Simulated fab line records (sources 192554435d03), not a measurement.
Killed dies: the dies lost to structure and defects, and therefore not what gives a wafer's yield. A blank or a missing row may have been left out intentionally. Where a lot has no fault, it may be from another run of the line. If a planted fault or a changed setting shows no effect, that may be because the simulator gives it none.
A lot that was struck, set against a sound lot + flow n5-finfet + 16 out of 1938 route steps
Sound: the wafers L136.1, L136.3, L136.4. Struck: wafer L149.3 (left out: L149.4, a lot-mate that was not struck); the cause follows at the end.
For every step that has rows: the tool of each side, followed by ch and its chambers, followed by its first start. Under that, the readings that differ: sound wafers + struck wafers + difference of the means + sigmas: that difference in standard deviations of wafers without a fault.
alike: a reading whose means differ by less than 2 such deviations, as well as words and numbers matching on both sides. not compared: withheld readings; readings where some wafer has no value; bounds like >300 that might hide an equal value; numbers whose values overlap and for which the record gives no deviation.
The two part at a step that has a row with sigmas, a row that says differs or no value, or rows on one side only. Numbers that don't overlap but have no deviation are shown without sigmas and don't part them. A reading that every wafer of one side lacks parts them only if that side has two wafers or more.

first, 2 steps without rows for these wafers: N5_FIN_CUT_STRIP_31 (strips in N2/H2); N5_FIN_CUT_STRIP_24 (strips in CF4).
N5_FIN_CUT_CUT_ETCH_26: etches SiNx in CH3F/O2, target depth 39 nm, time 55.7 s.
  sound on rie-diel-01 ch 0,1,3, day 3 03:07; struck on rie-diel-01 ch 1, day 6 09:15
| reading                | sound      | struck | difference | sigmas |
|------------------------|------------|--------|------------|--------|
| rf-hours-counter-h (h) | 44 133 106 | 158    | +64        |        |
  alike: drypump-motor-current-A, oes_o_777_au, oes-product-au, rf-vpp-V, showerhead-plenum-p-Torr, throttle-valve-pct
then, 1 step without rows for these wafers: N5_FIN_CUT_CUT_ETCH_27 (etches SiO2 in CHF3/O2, target depth 4 nm, overetch 2 nm, time 4.9 s).
N5_FIN_CUT_PRECLEAN_35: cleans in vHF, time 13.3 s.
  sound on vapor-etch-02 ch 0,1, day 3 03:14; struck on vapor-etch-02 ch 1, day 6 09:23
  alike: drypump-motor-current-A
N5_FIN_CUT_CUT_ETCH_15: etches Si in HBr/Cl2/O2, target depth 100 nm, bt time 10 s, time 42.4 s.
  sound on rie-si-04 ch 0,2,3, day 3 03:19; struck on rie-si-04 ch 1, day 6 09:26
  alike: drypump-motor-current-A, mfc-cl2-sccm, oes_o_777_au, oes-product-au, throttle-valve-pct
  not compared: rf-hours-counter-h
N5_FIN_CUT_CUT_ETCH_28: etches Si in HBr/Cl2/O2, target depth 6 nm, time 2.4 s.
  sound on rie-si-04 ch 0,2,3, day 3 03:22; struck on rie-si-04 ch 1, day 6 09:30
  alike: drypump-motor-current-A, mfc-cl2-sccm, oes_o_777_au, oes-product-au, throttle-valve-pct
  not compared: rf-hours-counter-h
then, 4 steps without rows for these wafers: N5_FIN_CUT_STRIP_22 (strips in N2/H2); N5_FIN_CUT_PRECLEAN_36 (cleans in O3/DIW, time 60 s); N5_FIN_CUT_SRD_32 (time 30 s); N5_FIN_CUT_UV_OZONE_34 (time 120 s).
N5_FIN_CUT_INSPECT_17: inspects for defects (brightfield).
  sound on defect-inspect-02, day 3 03:36; struck on defect-inspect-02, day 6 09:44
  alike: raw-defect-count
N5_STI_FIN_REVEAL_ALD_00: deposits SiO2, target thk 1 nm, pulse time 1 s.
  sound on ald-sin-03 ch 1,2,3, day 3 03:38; struck on ald-sin-03 ch 2, day 6 09:46
| reading                                         | sound | struck | difference | sigmas |
|-------------------------------------------------|-------|--------|------------|--------|
| model.SiO2_of_STI_FIN_REVEAL_ALD_00.thk-nm (nm) | 1 1 1 | 0.4    | -0.6       |        |
  alike: heater-power-w, precursor-pulse-height-rel
N5_STI_FIN_REVEAL_ALD_14: deposits Si3N4, target thk 3 nm.
  sound on ald-sin-03 ch 1,2,3, day 3 03:41; struck on ald-sin-03 ch 2, day 6 09:49
  alike: heater-power-w
-- here the record skips 6 days between the struck wafers' starts before and after, leaving off in module STI_FIN_REVEAL and picking up in module BEOL_M4 (first step shown: number 1111 of the route) --
N5_BEOL_M4_RC_MEAS_101:
  sound on prober-01 ch 0, day 8 18:53; struck on prober-02 ch 0, day 12 00:00
| reading       | sound       | struck | difference | sigmas |
|---------------|-------------|--------|------------|--------|
| ION_N (uA/um) | 701 679 683 | 654    | -34        | -3     |
| ION_P (uA/um) | 483 471 473 | 453    | -23        | -3     |
  alike: DIBL_N, DIBL_P, IOFF_N, IOFF_P, SS_N, SS_P, VT_N, VT_P
N5_PASSIVATION_PROBE_49:
  the record has rows for the sound wafers here (prober-01, day 12 22:42) and none for the struck ones

== WHERE THEY PART ==
Earliest at N5_BEOL_M4_RC_MEAS_101; latest, in this record, at N5_PASSIVATION_PROBE_49.

WHY: the cause the simulator had injected
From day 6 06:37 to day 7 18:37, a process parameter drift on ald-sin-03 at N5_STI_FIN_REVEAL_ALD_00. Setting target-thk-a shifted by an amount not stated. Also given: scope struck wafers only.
